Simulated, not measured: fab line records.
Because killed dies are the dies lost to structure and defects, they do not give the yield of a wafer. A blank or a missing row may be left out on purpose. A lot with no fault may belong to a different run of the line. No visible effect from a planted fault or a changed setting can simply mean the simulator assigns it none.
Chamber matching	flow n5_finfet	N5_FIN_SAQP_FIN_ETCH_36 on rie_si-05: 4 sister chambers
The step etches the open film in HBr/Cl2/O2, target depth 120 nm, time 50.4 s. 14 wafers are shown with their chamber, then 7 later ones without.

WAFERS WITH THEIR CHAMBER
wafer	chamber	throttle_valve_pct (%)	drypump_motor_current_A (A)	oes_product_au (a.u.)
L081.1	1	35.2	6.3	0.978
L081.2	2	36.3	5.3	0.987
L081.6	1	35.2	6.3	0.980
L082.1	2	36.4	5.3	0.993
L082.4	3	36.1	5.6	0.975
L082.5	2	36.4	5.3	0.984
L085.2	1	35.2	6.3	0.976
L085.5	1	35.2	6.4	0.980
L085.6	0	35.6	6.3	1.005
L089.1	0	35.6	6.3	0.998
L089.4	2	36.3	5.3	1.002
L089.6	2	36.3	5.3	0.985
L090.3	2	36.3	5.3	1.005
L090.4	1	35.2	6.4	0.974

SIGNATURES (means of the wafers above)
reading	chamber 0	chamber 1	chamber 2	chamber 3	scatter within a chamber
throttle_valve_pct	35.600	35.200	36.333	36.100	0.0365
drypump_motor_current_A	6.300	6.340	5.300	5.600	0.0346
oes_product_au	1.00150	0.97760	0.99267	0.97500	0.00676
Rule: for a wafer and a chamber, the distance is found by dividing, reading by reading, the gap between the wafer's reading and the chamber's mean by the reading's scatter, squaring, summing and taking the root. The wafer belongs to the nearest chamber; if the next one is less than 2 further off, it can't be placed. The scatter is the square root of a quotient: the sum, over the shown wafers, of each reading's squared deviation from its chamber's mean, divided by wafers minus chambers.

WAFERS WITHOUT THEIR CHAMBER
wafer	throttle_valve_pct (%)	drypump_motor_current_A (A)	oes_product_au (a.u.)
L090.6	35.2	6.4	0.989
L092.3	35.2	6.4	0.985
L092.5	35.9	5.6	0.990
L092.6	35.6	6.3	1.002
L093.2	35.6	6.3	0.993
L093.3	35.3	6.3	0.971
L093.4	35.9	5.6	0.989

WHICH CHAMBER EACH ONE RAN IN
wafer	from the rows above	in truth
L090.6	1	1
L092.3	1	1
L092.5	3	3
L092.6	0	0
L093.2	0	0
L093.3	1	1
L093.4	3	3
Placed correctly: 7 of 7. Can't be placed from these rows: 0. 0 placed wrongly.
